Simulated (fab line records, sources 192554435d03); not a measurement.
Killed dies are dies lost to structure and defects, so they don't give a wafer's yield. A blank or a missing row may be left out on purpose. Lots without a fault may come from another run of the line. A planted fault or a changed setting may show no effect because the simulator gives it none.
fab line records | flow n5_finfet
record lots=9 wafers=27 last_day=17
route steps=1938 shown BEOL_M2@865 BEOL_M4@1111
lots that met no fault: from a run of the same line without faults
start_h: hours from the record's first day to the start of the lot's first wafer shown | wait_h: hours since the lot's step before | " the same as in the row above | L1.1+2: a row that stands for several wafers | - no value, or no start given | * or withheld: withheld | < > ~ a bound
route shown NAME@n: a module of which the file shows steps, and the number in the route of the first | usual: mean/standard deviation of fault-free wafers | same: alike in all rows | chamber/n: place in a boat | sites: the reading at each site | _std_site: their standard deviation | _edge_site: outer sites' mean less inner sites' | radius_mm: how far each site lies from the wafer's centre | mask NAME#n: copy n | behind: the tool/chamber that last shaped the wafer | hold: why the lot was held/for how many hours/how that ended | device: the transistor (n, p or np) that didn't switch | end of line: the same wafers' tests at the end of the route | a step without rows: its recipe alone | killed: dies lost to structure and defects at the first sort, not the wafer's yield | map: a wafer's dies, x killed, . not, _ none there
set.NAME: the setting as run; set.NAME@STEP: as run at that earlier step | model.NAME: the simulator's own value behind a step, which no gauge read
steps of the route over a sample of lots; a table a step, a row a wafer
services: from which hour (start_h, from the record's first day; less than 0 if before it) a tool's chamber was out of use, for how many hours, and why
## steps
# step N5_BEOL_M2_STRIP_19
# recipe chemistry=O2 power_w=400 temp_c=40 pressure_mtorr=30 rf_frequency_hz=6e+07 bias_power_w=0 overash_fraction=0.2 o2_flow_sccm=225
# usual drypump_motor_current_A=5.9/0.46 oes_product_au=0.75/0.1 rf_vpp_V=3.7/0.47 showerhead_plenum_p_Torr=2.09/0.077 throttle_valve_pct=16.59/0.23
# columns lot.wafer tool chamber start_h wait_h drypump_motor_current_A oes_product_au rf_hours_counter_h rf_vpp_V showerhead_plenum_p_Torr throttle_valve_pct
L273.1 rie_diel-05 2 135.82 0.1 6.0 0.69 229 3.7 1.99 16.85
L273.2 " 0 " " 5.9 0.68 224 2.9 1.99 16.66
L273.5 " 1 " " 5.0 0.72 - 4.1 2.08 16.44
L274.1 rie_diel-04 1 146.08 0.1 6.1 0.70 214 3.9 2.17 16.55
L274.2 " 3 " " 6.0 0.82 103 4.4 2.02 16.38
L274.3 " 2 " " 6.4 0.71 198 3.3 2.05 16.84
L276.2 rie_diel-04 3 153.04 0.1 6.1 0.81 108 4.4 2.02 16.39
L276.3 " 2 " " 6.3 0.72 202 3.6 2.05 16.86
L276.5 " 3 " " 6.0 0.82 - 4.7 2.02 16.38
L281.1 rie_diel-04 2 180.82 0.1 6.3 0.70 215 3.2 2.05 16.88
L281.2 " 0 " " 6.6 0.70 205 3.9 2.18 16.57
L281.6 " 2 " " 6.4 0.71 - 4.7 2.05 16.85
L283.1 rie_diel-05 0 190.29 0.1 5.9 0.67 239 3.4 1.99 16.69
L283.2 " 2 " " 6.0 0.68 244 3.8 1.98 16.87
L283.6 " 1 " " 5.0 0.71 - 4.0 2.07 16.48
L285.1 rie_diel-05 2 206.89 0.1 5.9 0.68 249 3.7 1.98 16.88
L285.2 " 3 " " 6.1 0.69 235 3.3 2.13 16.42
L285.4 " 1 " " 5.0 0.70 201 4.0 2.07 16.50
L290.1 rie_diel-03 2 235.79 0.1 6.0 0.69 245 3.5 2.15 17.23
L290.4 " 3 " " 5.5 0.85 63 3.4 2.04 16.64
L290.5 " 1 " " 6.6 0.83 - 3.9 2.03 16.34
L291.2 rie_diel-05 3 239.99 0.1 6.2 0.68 251 3.7 2.13 16.44
L291.4 " 1 " " 5.0 0.69 - 3.4 2.07 16.53
L291.6 " 3 " " 6.2 0.69 - 2.5 2.13 16.45
L294.3 rie_diel-05 0 275.88 0.1 5.9 0.95 4 4.6 2.25 16.23
L294.5 " 1 " " 5.0 0.68 - 3.7 2.06 16.55
L294.6 " 2 " " 6.0 0.94 - 4.5 2.24 16.48
# step N5_BEOL_M2_CD_MEAS_18
# recipe pitch_nm=36 target_cd_nm=18
# usual cd_nm=17.9/0.35
# columns lot.wafer tool chamber start_h wait_h cd_nm
L273.1 cd_sem-03 - 135.89 0.0 17.7
L273.2 " - " " 17.8
L273.5 " - " " 17.6
L274.1 cd_sem-03 - 146.15 0.0 17.9
L274.2 " - " " 18.5
L274.3 " - " " 18.1
L276.2 cd_sem-01 - 153.11 0.1 17.8
L276.3 " - " " 17.6
L276.5 " - " " 18.0
L281.1 cd_sem-03 - 180.89 0.0 17.8
L281.2 " - " " 18.7
L281.6 " - " " 18.3
L283.1 cd_sem-01 - 190.36 0.0 17.7
L283.2 " - " " 17.7
L283.6 " - " " 17.8
L285.1 cd_sem-01 - 206.97 0.1 17.3
L285.2 " - " " 17.3
L285.4 " - " " 18.1
L290.1 cd_sem-01 - 235.86 0.0 17.5
L290.4 " - " " 17.9
L290.5 " - " " 18.3
L291.2 cd_sem-03 - 240.06 0.1 18.0
L291.4 " - " " 17.5
L291.6 " - " " 17.8
L294.3 cd_sem-03 - 275.96 0.1 17.9
L294.5 " - " " 17.7
L294.6 " - " " 17.2
# step N5_BEOL_M2_COAT_68
# recipe resist=SiARC temp_c=220 time_s=60 spin_rpm=1500 resist_thk_nm=12
# usual chill_plate_temp_C=22.99/0.11 spin_speed_rpm=1499.9/1
# columns lot.wafer tool chamber start_h wait_h chill_plate_temp_C spin_speed_rpm
L273.1 litho_track-02 0 135.93 - 22.95 1503.4
L273.2 " 0 " " 23.11 1500.8
L273.5 " 0 " " 23.01 1497.8
L274.1 litho_track-03 0 146.19 - 23.02 1500.1
L274.2 " 0 " " 23.02 1499.4
L274.3 " 0 " " 23.08 1500.3
L276.2 litho_track-04 0 153.15 - 22.86 1500.5
L276.3 " 0 " " 22.82 1499.0
L276.5 " 0 " " 22.90 1499.3
L281.1 litho_track-03 0 180.93 - 22.77 1499.9
L281.2 " 0 " " 23.02 1499.7
L281.6 " 0 " " 22.95 1499.4
L283.1 litho_track-02 0 190.39 - 23.02 1499.7
L283.2 " 0 " " 22.98 1499.6
L283.6 " 0 " " 22.99 1502.0
L285.1 litho_track-03 0 207.01 - 23.00 1500.3
L285.2 " 0 " " 22.98 1499.5
L285.4 " 0 " " 22.93 1499.3
L290.1 litho_track-03 0 235.90 - 22.99 1687.6
L290.4 " 0 " " 23.01 1689.1
L290.5 " 0 " " 23.17 1688.0
L291.2 litho_track-03 0 240.10 - 22.99 1687.6
L291.4 " 0 " " 22.89 1688.8
L291.6 " 0 " " 23.00 1688.4
L294.3 litho_track-02 0 275.99 - 23.15 1497.3
L294.5 " 0 " " 23.17 1497.7
L294.6 " 0 " " 23.15 1497.3
# step N5_BEOL_M2_DESCUM_33
# recipe chemistry=O2 time_s=7 source_power_w=50 bias_power_w=20 pressure_mtorr=20 rf_frequency_hz=2.712e+07 temp_c=40 resist=CAR-EUV o2_flow_sccm=225
# usual drypump_motor_current_A=6.0/0.41 oes_product_au=0.74/0.078 rf_vpp_V=243.0/1.3 showerhead_plenum_p_Torr=2.08/0.072 throttle_valve_pct=20.31/0.21
# columns lot.wafer tool chamber start_h wait_h drypump_motor_current_A oes_product_au rf_hours_counter_h rf_vpp_V showerhead_plenum_p_Torr throttle_valve_pct
L273.1 rie_diel-04 0 136.33 0.0 6.6 0.70 204 245.0 2.18 20.27
L273.2 " 2 " " 6.4 0.71 195 243.6 2.05 20.54
L273.5 " 0 " " 6.6 0.70 - 244.0 2.18 20.29
L274.1 rie_diel-05 1 146.75 0.2 5.0 0.71 182 242.7 2.07 20.15
L274.2 " 2 " " 5.9 0.69 232 240.4 1.98 20.59
L274.3 " 0 " " 5.9 0.67 227 241.6 1.99 20.36
L276.2 rie_diel-05 1 153.56 0.0 5.0 0.73 185 242.9 2.07 20.14
L276.3 " 0 " " 5.8 0.67 230 241.3 1.99 20.36
L276.5 " 3 " " 6.1 0.72 - 242.9 2.13 20.06
L281.1 rie_diel-04 2 181.46 0.0 6.3 0.71 215 242.5 2.04 20.57
L281.2 " 3 " " 6.1 0.80 121 242.8 2.01 20.14
L281.6 " 1 " " 6.1 0.69 - 244.2 2.16 20.27
L283.1 rie_diel-05 1 191.07 0.3 5.0 0.71 195 242.7 2.07 20.14
L283.2 " 0 " " 5.9 0.67 240 241.5 1.98 20.37
L283.6 " 1 " " 5.0 0.71 - 242.4 2.07 20.14
L285.1 rie_diel-04 0 207.87 0.5 6.6 0.70 213 243.1 2.17 20.28
L285.2 " 3 " " 6.1 0.78 132 241.6 2.01 20.17
L285.4 " 1 " " 6.1 0.68 243 242.8 2.16 20.30
L290.1 rie_diel-04 0 236.31 0.0 6.6 0.68 223 243.7 2.17 20.30
L290.4 " 0 " " 6.6 0.69 - 242.8 2.17 20.30
L290.5 " 3 " " 6.1 0.77 - 241.6 2.01 20.19
L291.2 rie_diel-03 1 240.50 0.0 6.6 0.83 82 242.9 2.03 20.07
L291.4 " 2 " " 5.9 0.70 247 244.5 2.14 20.95
L291.6 " 3 " " 5.5 0.85 - 242.0 2.03 20.41
L294.3 rie_diel-04 3 276.73 0.1 6.1 0.76 155 240.6 2.00 20.20
L294.5 " 1 " " 6.1 0.95 - 244.6 2.16 20.00
L294.6 " 0 " " 6.6 0.67 - 244.1 2.16 20.32
# step N5_BEOL_M4_RC_MEAS_101
# usual DIBL_N=36.6/1.7 DIBL_P=36.7/2 IOFF_N=0.16/0.033 IOFF_P=0.22/0.04 ION_N=673/12 ION_P=463/7.9 SS_N=71.7/0.58 SS_P=73.3/0.64 VT_N=249/3.3 VT_P=-249/3.1
# columns lot.wafer tool chamber start_h wait_h DIBL_N[mV/V] DIBL_P[mV/V] IOFF_N[nA/um] IOFF_P[nA/um] ION_N[uA/um] ION_P[uA/um] SS_N[mV/dec] SS_P[mV/dec] VT_N[mV] VT_P[mV]
L273.1 prober-01 0 168.23 0.0 38.0 37.8 0.16 0.25 675 466 71.7 74.1 250 -247
L273.2 " 0 " " 36.7 37.3 0.15 0.24 668 464 71.6 74.2 250 -247
L273.5 " 0 " " 36.3 36.9 0.15 0.23 670 467 72.2 73.8 250 -248
L274.1 prober-02 0 171.04 0.0 39.0 40.0 0.23 0.25 693 466 72.3 74.5 244 -248
L274.2 " 0 " " 37.3 39.0 0.19 0.22 677 451 72.1 74.1 246 -251
L274.3 " 0 " " 38.0 39.8 0.19 0.24 676 458 71.5 74.3 248 -249
L276.2 prober-02 0 176.80 0.2 37.4 36.5 0.15 0.24 659 462 71.5 73.7 254 -248
L276.3 " 0 " " 36.6 35.8 0.14 0.22 675 468 71.6 72.6 251 -247
L276.5 " 0 " " 35.1 33.8 0.12 0.19 660 459 71.0 72.4 260 -251
L281.1 prober-02 0 212.06 0.0 37.1 36.4 0.16 0.18 672 451 71.4 73.4 251 -255
L281.2 " 0 " " 38.8 38.9 0.21 0.21 690 458 71.8 74.2 243 -251
L281.6 " 0 " " 38.6 37.4 0.19 0.19 672 454 72.3 73.7 247 -252
L283.1 prober-02 0 219.08 0.0 39.5 39.5 0.24 0.32 696 481 72.6 74.8 244 -240
L283.2 " 0 " " 35.9 36.2 0.15 0.24 672 473 72.1 73.4 252 -244
L283.6 " 0 " " 37.6 37.4 0.17 0.25 660 458 71.8 73.1 249 -246
L285.1 prober-01 0 239.00 0.0 38.0 36.8 0.17 0.23 673 459 72.2 73.5 249 -250
L285.2 " 0 " " 38.7 37.3 0.19 0.25 683 459 72.0 74.0 248 -247
L285.4 " 0 " " 37.4 36.1 0.16 0.23 670 462 71.8 73.5 250 -248
L290.1 prober-02 0 279.24 0.0 33.8 32.9 0.11 0.17 653 454 71.0 71.8 254 -251
L290.4 " 0 " " 36.3 36.2 0.16 0.23 667 462 71.6 72.4 247 -245
L290.5 " 0 " " 40.6 42.1 0.27 0.35 686 471 72.9 74.0 239 -246
L291.2 prober-02 0 282.33 0.2 34.3 35.1 0.12 0.18 663 460 70.5 72.7 253 -251
L291.4 " 0 " " 34.9 35.1 0.13 0.18 658 455 70.7 72.0 251 -254
L291.6 " 0 " " 35.1 35.3 0.13 0.19 661 461 71.6 73.0 254 -252
L294.3 prober-02 0 311.96 0.3 38.8 39.4 0.23 0.33 705 492 72.3 74.1 243 -241
L294.5 " 0 " " 39.8 39.9 0.24 0.33 710 487 71.7 73.6 243 -240
L294.6 " 0 " " 38.0 37.9 0.19 0.29 676 473 71.3 73.4 247 -245
## services
# columns tool chamber start_h hours kind
rie_diel-04 0 137.60 42.6 repair
rie_diel-05 - 172.74 15.6 pm
rie_diel-05 2 209.68 - clean
rie_diel-05 2 209.68 - consumable_replace:focus_ring
rie_diel-05 2 209.68 - consumable_replace:showerhead
rie_diel-05 2 209.68 16.3 scheduled_down
rie_diel-05 2 209.68 16.3 vent_cycle
rie_diel-04 - 223.43 2.3 repair
rie_diel-05 0 226.02 - clean
rie_diel-05 0 226.02 - consumable_replace:focus_ring
rie_diel-05 0 226.02 - consumable_replace:showerhead
rie_diel-05 0 226.02 38.8 scheduled_down
rie_diel-05 0 226.02 38.8 vent_cycle
rie_diel-04 1 231.41 - clean
rie_diel-04 1 231.41 - consumable_replace:focus_ring
rie_diel-04 1 231.41 34.0 scheduled_down
rie_diel-04 1 231.41 34.0 vent_cycle
rie_diel-03 1 242.80 8.4 repair
rie_diel-04 3 254.77 12.9 repair
rie_diel-04 2 268.27 - clean
rie_diel-04 2 268.27 - consumable_replace:focus_ring
rie_diel-04 2 268.27 18.8 scheduled_down
rie_diel-04 2 268.27 18.8 vent_cycle
rie_diel-05 3 274.99 - clean
## key
first_sign step=N5_BEOL_M2_COAT_68 reading=spin_speed_rpm direction=up sigmas=99+ usual=* struck=*
effect none on later readings
met_at N5_BEOL_M2_COAT_68
struck_lots L290,L291
not_acting_at N5_BEOL_M2_STRIP_19,N5_BEOL_M2_CD_MEAS_18,N5_BEOL_M2_DESCUM_33
onset_between 207.01 235.90
fault kind=process_parameter_drift tool=litho_track-03 chamber=- onset_h=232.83 steps=N5_BEOL_M2_COAT_68 channel=spin_rpm offset=* shape=step end_h=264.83 acts_in=* stated=*
